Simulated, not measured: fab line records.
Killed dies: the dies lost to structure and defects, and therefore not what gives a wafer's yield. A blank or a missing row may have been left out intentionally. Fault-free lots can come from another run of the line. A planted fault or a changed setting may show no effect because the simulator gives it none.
Chamber matching || flow n5 finfet || 4 sister chambers for N5_GATE_CUT_ETCH_58 on rie diel-02
The step etches SiNx in CH3F/O2, target depth 17 nm, time 128.6 s. 18 wafers are shown with their chamber, then 9 later ones without.

WAFERS, EACH WITH ITS CHAMBER
{"wafer": "L074.3", "chamber": 2, "showerhead plenum p Torr (Torr)": 1.99, "drypump motor current A (A)": 5.8, "throttle valve pct (%)": 16.26}
{"wafer": "L074.4", "chamber": 0, "showerhead plenum p Torr (Torr)": 1.86, "drypump motor current A (A)": 5.0, "throttle valve pct (%)": 16.39}
{"wafer": "L074.5", "chamber": 3, "showerhead plenum p Torr (Torr)": 2.01, "drypump motor current A (A)": 5.4, "throttle valve pct (%)": 16.29}
{"wafer": "L076.1", "chamber": 2, "showerhead plenum p Torr (Torr)": 1.99, "drypump motor current A (A)": 5.8, "throttle valve pct (%)": 16.27}
{"wafer": "L076.2", "chamber": 0, "showerhead plenum p Torr (Torr)": 1.86, "drypump motor current A (A)": 5.0, "throttle valve pct (%)": 16.41}
{"wafer": "L076.4", "chamber": 0, "showerhead plenum p Torr (Torr)": 1.86, "drypump motor current A (A)": 5.0, "throttle valve pct (%)": 16.41}
{"wafer": "L077.4", "chamber": 3, "showerhead plenum p Torr (Torr)": 2.00, "drypump motor current A (A)": 5.4, "throttle valve pct (%)": 16.29}
{"wafer": "L077.5", "chamber": 3, "showerhead plenum p Torr (Torr)": 2.00, "drypump motor current A (A)": 5.5, "throttle valve pct (%)": 16.29}
{"wafer": "L077.6", "chamber": 2, "showerhead plenum p Torr (Torr)": 1.99, "drypump motor current A (A)": 5.7, "throttle valve pct (%)": 16.28}
{"wafer": "L081.2", "chamber": 2, "showerhead plenum p Torr (Torr)": 1.99, "drypump motor current A (A)": 5.8, "throttle valve pct (%)": 16.29}
{"wafer": "L081.5", "chamber": 3, "showerhead plenum p Torr (Torr)": 2.00, "drypump motor current A (A)": 5.5, "throttle valve pct (%)": 16.31}
{"wafer": "L081.6", "chamber": 2, "showerhead plenum p Torr (Torr)": 1.99, "drypump motor current A (A)": 5.8, "throttle valve pct (%)": 16.29}
{"wafer": "L086.1", "chamber": 0, "showerhead plenum p Torr (Torr)": 1.85, "drypump motor current A (A)": 5.0, "throttle valve pct (%)": 16.45}
{"wafer": "L086.4", "chamber": 2, "showerhead plenum p Torr (Torr)": 1.98, "drypump motor current A (A)": 5.8, "throttle valve pct (%)": 16.32}
{"wafer": "L086.6", "chamber": 1, "showerhead plenum p Torr (Torr)": 1.96, "drypump motor current A (A)": 5.2, "throttle valve pct (%)": 15.92}
{"wafer": "L088.1", "chamber": 0, "showerhead plenum p Torr (Torr)": 1.85, "drypump motor current A (A)": 5.0, "throttle valve pct (%)": 16.46}
{"wafer": "L088.3", "chamber": 1, "showerhead plenum p Torr (Torr)": 1.96, "drypump motor current A (A)": 5.2, "throttle valve pct (%)": 15.91}
{"wafer": "L088.4", "chamber": 2, "showerhead plenum p Torr (Torr)": 1.98, "drypump motor current A (A)": 5.8, "throttle valve pct (%)": 16.31}

SIGNATURES, as means of the wafers listed above
{"reading": "showerhead plenum p Torr", "chamber 0": 1.8560, "chamber 1": 1.9600, "chamber 2": 1.9871, "chamber 3": 2.0025, "scatter within a chamber": 0.00491}
{"reading": "drypump motor current A", "chamber 0": 5.000, "chamber 1": 5.200, "chamber 2": 5.786, "chamber 3": 5.450, "scatter within a chamber": 0.0364}
{"reading": "throttle valve pct", "chamber 0": 16.4240, "chamber 1": 15.9150, "chamber 2": 16.2886, "chamber 3": 16.2950, "scatter within a chamber": 0.0216}
Rule: for a wafer and a chamber, the distance is found by dividing, reading by reading, the gap between the wafer's reading and the chamber's mean by the reading's scatter, squaring, summing and taking the root. If the next closest chamber is less than 2 further off than the closest, the wafer can't be placed; otherwise it belongs to the closest. The scatter: take each reading less its chamber's mean, square it, sum over the shown wafers, divide by the number of wafers less the number of chambers, and take the root.

WAFERS WITHOUT THEIR CHAMBER
{"wafer": "L091.1", "showerhead plenum p Torr (Torr)": 1.98, "drypump motor current A (A)": 5.8, "throttle valve pct (%)": 16.32}
{"wafer": "L091.3", "showerhead plenum p Torr (Torr)": 1.85, "drypump motor current A (A)": 5.0, "throttle valve pct (%)": 16.46}
{"wafer": "L091.6", "showerhead plenum p Torr (Torr)": 1.99, "drypump motor current A (A)": 5.4, "throttle valve pct (%)": 16.35}
{"wafer": "L094.2", "showerhead plenum p Torr (Torr)": 1.96, "drypump motor current A (A)": 5.2, "throttle valve pct (%)": 15.94}
{"wafer": "L094.3", "showerhead plenum p Torr (Torr)": 1.85, "drypump motor current A (A)": 5.0, "throttle valve pct (%)": 16.48}
{"wafer": "L094.6", "showerhead plenum p Torr (Torr)": 1.85, "drypump motor current A (A)": 5.0, "throttle valve pct (%)": 16.46}
{"wafer": "L096.3", "showerhead plenum p Torr (Torr)": 1.98, "drypump motor current A (A)": 5.7, "throttle valve pct (%)": 16.35}
{"wafer": "L096.4", "showerhead plenum p Torr (Torr)": 1.84, "drypump motor current A (A)": 5.0, "throttle valve pct (%)": 16.48}
{"wafer": "L096.6", "showerhead plenum p Torr (Torr)": 1.84, "drypump motor current A (A)": 5.0, "throttle valve pct (%)": 16.49}

THE CHAMBER EACH PASSED THROUGH
{"wafer": "L091.1", "from the rows above": 2, "in truth": 2}
{"wafer": "L091.3", "from the rows above": 0, "in truth": 0}
{"wafer": "L091.6", "from the rows above": 3, "in truth": 3}
{"wafer": "L094.2", "from the rows above": 1, "in truth": 1}
{"wafer": "L094.3", "from the rows above": 0, "in truth": 0}
{"wafer": "L094.6", "from the rows above": 0, "in truth": 0}
{"wafer": "L096.3", "from the rows above": 2, "in truth": 2}
{"wafer": "L096.4", "from the rows above": 0, "in truth": 0}
{"wafer": "L096.6", "from the rows above": 0, "in truth": 0}
Correctly placed: 9 of 9. Not placeable from these rows: 0. Number placed wrongly: 0.
